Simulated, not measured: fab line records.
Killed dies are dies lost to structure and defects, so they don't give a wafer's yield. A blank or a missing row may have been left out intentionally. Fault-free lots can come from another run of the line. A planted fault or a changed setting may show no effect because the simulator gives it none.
Problem report in the 8D (eight disciplines) form, filled by code    flow n5 finfet    the parts of the form that need people (team, actions taken, sign-off) are left out

1. THE PROBLEM
killed at front end at N5_PASSIVATION_PROBE_49 reads a mean of 394 on 9 wafers of 3 lots; wafers without a fault read 41 with a standard deviation of 12. That puts it +29 standard deviations away from the usual mean.
The first sign was on wafer L629.2 at day 14 10:32, on prober-01. The record holds 29 wafers of 10 lots with a number at this step. The rule behind "out" and "out of limits": a value lying over 4 standard deviations away from the usual mean. Any other wafer with a number is counted as sound.

2. WHAT IT IS, WHAT IT ISN'T
question                     is                                                                                                                          is not
which readings at this step  killed at front end, defect limited yield, killed dies, killed on rim, sort_bin_5_function, sort_bin_6_memory, sort n pass  killed_at_M0_to_M3, killed_at_M4_up, killed at other, killed short, sort_bin_8_speed
which lots                   L629, L630, L631                                                                                                            L624, L637, L639, L641, L642, L644, L645
which wafers of those lots   all that have a number                                                                                                      -
read on which tools          prober-01, prober-02                                                                                                        -
when                         from day 14 10:32                                                                                                           up to then (3 sound wafers); but 17 sound wafers of L637, L639, L641, L642, L644, L645 came after

3. WHAT RULES OUT EACH SUSPECT
Counting: a tool at any process step up to the reading remains a suspect when it ran all the lots that are out and ran no sound lot after the first of those.
- cmp-03 at N5_ILD0_CMP_07 (polishes SiO2 flowable, stops on poly-Si, t overpolish 1.18 s, target thk 138.88 nm): ruled out as a lasting fault. The sound lots L642, L644 went through it after L629, its earliest lot that is out (day 5 09:28).
Left after counting: nothing in the record.

4. THE CAUSE (what the simulator had put in)
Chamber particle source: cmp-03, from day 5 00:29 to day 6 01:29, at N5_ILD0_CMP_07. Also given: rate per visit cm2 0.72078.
The count ruled it out by mistake, since the rule takes a fault to strike every lot its tool runs from the start of the fault on, and this one did not do so.

5. THE EFFECT CHAIN, in route order
Each row: a reading where the mean over the struck wafers with a number is more than 3 standard deviations away from the usual. Readings are gone through only where the record gives a usual standard deviation; hours: the median, over the lots, of the time from a lot's start at the first step in this table giving one to that lot's start at this step; sigmas: the change measured in usual standard deviations.
hours  step                     reading               usual   on struck wafers  change  sigmas
0      N5_PASSIVATION_PROBE_49  defect limited yield  91.2 %  62.1              -29.1   -22
0      N5_PASSIVATION_PROBE_49  killed at front end   41      394               +353    +29
0      N5_PASSIVATION_PROBE_49  killed dies           104     447               +343    +21
0      N5_PASSIVATION_PROBE_49  killed on rim         14      60                +46     +11
0      N5_PASSIVATION_PROBE_49  sort_bin_5_function   5.1 %   23.3              +18.2   +21
0      N5_PASSIVATION_PROBE_49  sort_bin_6_memory     3.3 %   12.4              +9.1    +15
0      N5_PASSIVATION_PROBE_49  sort n pass           1076    732               -344    -21
The process steps in it:
- N5_PASSIVATION_PROBE_49

6. HOW IT WOULD HAVE BEEN CAUGHT EARLIER
226 hours passed between the start of the fault at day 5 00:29 and the first reading out of limits in this record, taken at day 14 10:32.
Tool readings at N5_ILD0_CMP_07 with a usual standard deviation given in the record: none out on any struck wafer, hence no alarm at a limit of 4 standard deviations on them.
